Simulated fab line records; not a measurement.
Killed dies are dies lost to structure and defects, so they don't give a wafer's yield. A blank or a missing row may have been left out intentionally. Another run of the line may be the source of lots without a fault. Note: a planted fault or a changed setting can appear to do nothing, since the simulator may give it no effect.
The tool behind it: which one?    flow nand-harc    13 lots with 39 wafers sampled at 5 steps, on a route of 1159 steps

WHAT THE GAUGES READ, wafer by wafer
NHARC_A_BONDPAD_CD_MEAS_13. Usual: cd-nm at 500.4 nm, with a standard deviation of 2.4.
lot   measured      on         cd-nm (nm)         flag
L321  day 18 04:08  cd-sem-03  501.5 499.7 500.1  
L324  day 18 06:13  cd-sem-01  500.8 495.4 497.7  
L322  day 18 14:10  cd-sem-01  501.8 501.0 505.5  
L323  day 18 14:20  cd-sem-01  496.1 503.4 495.9  
L326  day 19 23:23  cd-sem-01  501.8 503.8 502.3  
L327  day 19 23:49  cd-sem-03  495.5 496.7 493.4  
L328  day 20 06:38  cd-sem-03  497.9 500.1 497.5  
L329  day 20 07:10  cd-sem-03  504.5 502.7 504.9  
L330  day 20 09:36  cd-sem-01  501.8 498.4 497.4  
L334  day 22 06:23  cd-sem-01  502.6 501.5 499.9  
L335  day 22 15:14  cd-sem-03  499.1 500.1 500.5  
L339  day 23 00:37  cd-sem-01  500.6 497.3 500.3  
L342  day 23 22:53  cd-sem-02  499.0 499.9 497.1  

NHARC_END_SORT_01. Usual: killed-at-array 25, standard deviation 9.5; killed-at-other 0.8, standard deviation 1.2; killed-at-periphery 3.4, standard deviation 2.2; killed-dies 29, standard deviation 10; killed-open 3.3, standard deviation 1.8; killed-short 2.1, standard deviation 1.4.
lot   measured      on         killed-at-array  killed-at-other  killed-at-periphery  killed-dies  killed-open  killed-short  flag
L329  day 21 23:04  prober-01  88 94 50         0 0 0            7 7 6                95 101 56    1 3 3        1 1 2         OFF
L330  day 22 00:49  prober-02  97 113 110       1 0 0            0 3 1                98 116 111   2 3 4        0 2 3         OFF

TOOL THAT RAN EACH LOT (tool first, then ch and the chambers of the sampled wafers, then the start)
lot   NHARC_A_BLC_PVD_32            NHARC_A_BONDPAD_PVD_17                   NHARC_THIN_TSV_DESCUM_14
L321  pvd-sputter-03, day 17 16:16  pvd-sputter-01, day 19 03:17 or earlier  rie-diel-01 ch 1,2, day 19 03:17
L324  pvd-sputter-03, day 17 18:14  pvd-sputter-01, day 19 04:30 or earlier  rie-diel-13 ch 0,1,2, day 19 04:30
L322  pvd-sputter-01, day 17 20:20  pvd-sputter-02, day 19 08:46 or earlier  rie-diel-01 ch 0,1,3, day 19 08:46
L323  pvd-sputter-03, day 17 22:58  pvd-sputter-01, day 19 07:38 or earlier  rie-diel-13 ch 1,2,3, day 19 07:38
L326  pvd-sputter-03, day 19 09:53  pvd-sputter-01, day 20 14:08 or earlier  rie-diel-13 ch 0,2, day 20 14:08
L327  pvd-sputter-03, day 19 10:39  pvd-sputter-02, day 20 15:47 or earlier  rie-diel-13 ch 1,2, day 20 15:47
L328  pvd-sputter-03, day 19 16:51  pvd-sputter-02, day 21 03:10 or earlier  rie-diel-13 ch 0,2,3, day 21 03:10
L329  pvd-sputter-03, day 19 18:58  pvd-sputter-01, day 21 02:05 or earlier  rie-diel-01 ch 0,1, day 21 02:05
L330  pvd-sputter-03, day 19 20:49  pvd-sputter-01, day 21 04:31 or earlier  rie-diel-05 ch 2,3, day 21 04:31
L334  pvd-sputter-01, day 21 16:27  pvd-sputter-02, day 23 00:32 or earlier  rie-diel-05 ch 1,2,3, day 23 00:32
L335  pvd-sputter-01, day 21 22:58  pvd-sputter-02, day 23 07:23 or earlier  rie-diel-01 ch 0,1, day 23 07:23
L339  pvd-sputter-02, day 22 12:35  pvd-sputter-03, day 23 16:13 or earlier  rie-diel-01 ch 1,2,3, day 23 16:13
L342  pvd-sputter-01, day 23 09:19  pvd-sputter-02, day 24 13:48 or earlier  rie-diel-05 ch 0,2,3, day 24 13:48
- NHARC_A_BLC_PVD_32: deposits Ti, target thk 5 nm, time 17.7 s.
- NHARC_A_BONDPAD_PVD_17: deposits TaN, target thk 5 nm, time 8.06 s.
- NHARC_THIN_TSV_DESCUM_14: chemistry O2, time 3 s.

WHAT THE TOOLS THEMSELVES READ (means of the sampled wafers that have a number; where no wafer has one, the mark that the record gives instead)
NHARC_A_BLC_PVD_32. Usual: throttle-valve-pct at 30.2 %, with a standard deviation of 0.95.
lot   tool            throttle-valve-pct (%)  flag
L321  pvd-sputter-03  29.5                    
L324  pvd-sputter-03  29.6                    
L322  pvd-sputter-01  30.4                    
L323  pvd-sputter-03  29.7                    
L326  pvd-sputter-03  29.5                    
L327  pvd-sputter-03  29.6                    
L328  pvd-sputter-03  30.0                    
L329  pvd-sputter-03  30.3                    
L330  pvd-sputter-03  29.4                    
L334  pvd-sputter-01  30.5                    
L335  pvd-sputter-01  30.5                    
L339  pvd-sputter-02  29.0                    
L342  pvd-sputter-01  30.0                    

NHARC_A_BONDPAD_PVD_17. Usual: throttle-valve-pct at 29.7 %, with a standard deviation of 0.91.
lot   tool            throttle-valve-pct (%)  flag
L321  pvd-sputter-01  30.2                    
L324  pvd-sputter-01  29.8                    
L322  pvd-sputter-02  28.7                    
L323  pvd-sputter-01  30.7                    
L326  pvd-sputter-01  30.7                    
L327  pvd-sputter-02  28.7                    
L328  pvd-sputter-02  29.1                    
L329  pvd-sputter-01  30.2                    
L330  pvd-sputter-01  30.5                    
L334  pvd-sputter-02  29.2                    
L335  pvd-sputter-02  29.1                    
L339  pvd-sputter-03  30.4                    
L342  pvd-sputter-02  29.2                    

NHARC_THIN_TSV_DESCUM_14. Usual: drypump-motor-current-A 5.73 A, standard deviation 0.28; oes-product-au 0.999 a.u., standard deviation 0.01; rf-vpp-V 58.1 V, standard deviation 0.76; showerhead-plenum-p-Torr 1.96 Torr, standard deviation 0.07; throttle-valve-pct 11.310 %, standard deviation 0.0093.
lot   tool         drypump-motor-current-A (A)  oes-product-au (a.u.)  rf-vpp-V (V)  showerhead-plenum-p-Torr (Torr)  throttle-valve-pct (%)  flag
L321  rie-diel-01  5.82                         0.999                  58.4          2.00                             11.319                  
L324  rie-diel-13  5.68                         0.996                  58.1          1.93                             11.319                  
L322  rie-diel-01  5.52                         0.998                  58.1          1.99                             11.309                  
L323  rie-diel-13  5.88                         0.983                  58.8          1.99                             11.318                  
L326  rie-diel-13  5.69                         1.003                  58.3          1.88                             11.317                  
L327  rie-diel-13  5.71                         1.014                  58.0          1.98                             11.308                  
L328  rie-diel-13  5.83                         0.997                  58.4          1.93                             11.306                  
L329  rie-diel-01  5.75                         1.001                  57.8          1.99                             11.322                  
L330  rie-diel-05  5.83                         0.992                  58.1          1.96                             11.305                  
L334  rie-diel-05  5.78                         1.003                  57.8          1.89                             11.301                  
L335  rie-diel-01  5.69                         0.991                  58.2          1.97                             11.314                  
L339  rie-diel-01  5.59                         0.998                  57.7          2.01                             11.297                  
L342  rie-diel-05  5.99                         1.004                  57.3          1.96                             11.307                  

THE ANSWER, worked out from the rows above alone
Rule: a lot is off if the mean of its wafers that have a number lies more than 3 standard deviations from the usual mean. Also off: a lot with no number at a reading for which 4 or more lots have one. Where the step has rows for the other lots, those lots are counted as sound. First the gauges in route order, then the tools' own readings, where a lot's mean is used as printed above. The first step at which some lot is off is used, and at that step the reading that is off furthest; a lot without a number counts as furthest.
Off: L329, L330 (NHARC_END_SORT_01, killed-at-array). Neither off nor sound, because the step has no rows for them: L321, L324, L322, L323, L326, L327, L328, L334, L335, L339, L342.
If a tool, at a process step before that reading, ran all the lots that are off and no sound lot after the first of them, it fits. Those tools and the gauges at NHARC_END_SORT_01 are tried in the same way. NHARC_A_BONDPAD_PVD_17: start missing for some lots; hours and lot order therefore follow NHARC_THIN_TSV_DESCUM_14. This does not decide it: 2 tools fit, namely pvd-sputter-03 at NHARC_A_BLC_PVD_32 and pvd-sputter-01 at NHARC_A_BONDPAD_PVD_17.

WHAT THE SIMULATOR HAD INSERTED
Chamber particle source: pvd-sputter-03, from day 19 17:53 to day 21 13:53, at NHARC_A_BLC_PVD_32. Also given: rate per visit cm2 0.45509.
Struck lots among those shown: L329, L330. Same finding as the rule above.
